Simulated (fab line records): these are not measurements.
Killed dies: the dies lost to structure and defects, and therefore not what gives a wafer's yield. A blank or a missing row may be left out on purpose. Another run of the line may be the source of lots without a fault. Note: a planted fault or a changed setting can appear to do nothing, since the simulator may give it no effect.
Problem report in the 8D (eight disciplines) form, filled by code || flow n5 finfet || the parts of the form that need people (team, actions taken, sign-off) are left out

## 1. THE PROBLEM
Wafers without a fault read 399.99 C, standard deviation 0.22; susceptor temp C at N5_PASSIVATION_PECVD_53 reads a mean of 429.49 C on 4 wafers belonging to 3 lots. So: +99 or more standard deviations from the usual mean.
The step: deposits SiO2 from TEOS/O2, target thk 800 nm, time 169.4 s.
Earliest sighting: wafer L528.2 on pecvd-03 at day 14 00:02. The record has a number at this step for 36 wafers belonging to 12 lots. The rule behind "out" and "out of limits": a value lying over 4 standard deviations away from the usual mean. The other wafers with a number count as sound.

## 2. WHAT IT IS AND WHAT IT IS NOT
{"question": "which readings at this step", "is": "susceptor temp C", "is not": "-"}
{"question": "which lots", "is": "L528, L529, L530", "is not": "L522, L523, L526, L527, L539, L541, L542, L543, L545"}
{"question": "which wafers of those lots", "is": "L528.2, L529.3, L530.1, L530.4", "is not": "L528.3, L528.5, L529.1, L529.6, L530.6"}
{"question": "read on which tools", "is": "pecvd-03", "is not": "pecvd-01, pecvd-04"}
{"question": "when", "is": "from day 14 00:02", "is not": "up to then (14 sound wafers); but 18 sound wafers of L529, L530, L539, L541, L542, L543, L545 came after"}

## 3. SUSPECTS, AND WHAT RULES EACH OUT
Counting: if a tool at a process step up to the reading ran every lot that is out, it stays a suspect. Sound lots after the first of them don't rule it out here, since some wafers of a struck lot are sound.
- pecvd-03 at N5_PASSIVATION_PECVD_53 (deposits SiO2 from TEOS/O2, target thk 800 nm, time 169.4 s): kept. Ran every lot that is out, first one L528 (day 14 00:02); last sound lot up to then L527 (day 13 08:35). Its own susceptor temp C readings are out on those wafers.
- pecvd-03, N5_PASSIVATION_PECVD_53: wafers that are out in chamber 1, sound lot-mates in chambers 0, 2.
The count leaves pecvd-03 at N5_PASSIVATION_PECVD_53.

## 4. THE CAUSE (what the simulator had put in)
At N5_PASSIVATION_PECVD_53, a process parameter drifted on pecvd-03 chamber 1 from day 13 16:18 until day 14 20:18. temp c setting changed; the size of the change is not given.
Only this tool survived the counting.

## 5. THE EFFECT CHAIN, in route order
Each row: a reading where the mean over the struck wafers with a number is more than 3 standard deviations away from the usual. Only readings for which the record gives a usual standard deviation are gone through. hours: the time from each lot's start at the first step in this table that gives one to its start at this step, as a median over the lots. sigmas: the change in usual standard deviations.
{"hours": 0, "step": "N5_PASSIVATION_PECVD_53", "reading": "susceptor temp C", "usual": "399.99 C", "on struck wafers": 429.49, "change": "+29.50", "sigmas": "+99 or more"}
Process steps it contains:
- N5_PASSIVATION_PECVD_53: deposits SiO2 from TEOS/O2, target thk 800 nm, time 169.4 s.

## 6. HOW IT WOULD HAVE BEEN CAUGHT EARLIER
In this record no reading fell out of limits until day 14 00:02, 8 hours after the fault had begun at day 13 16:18.
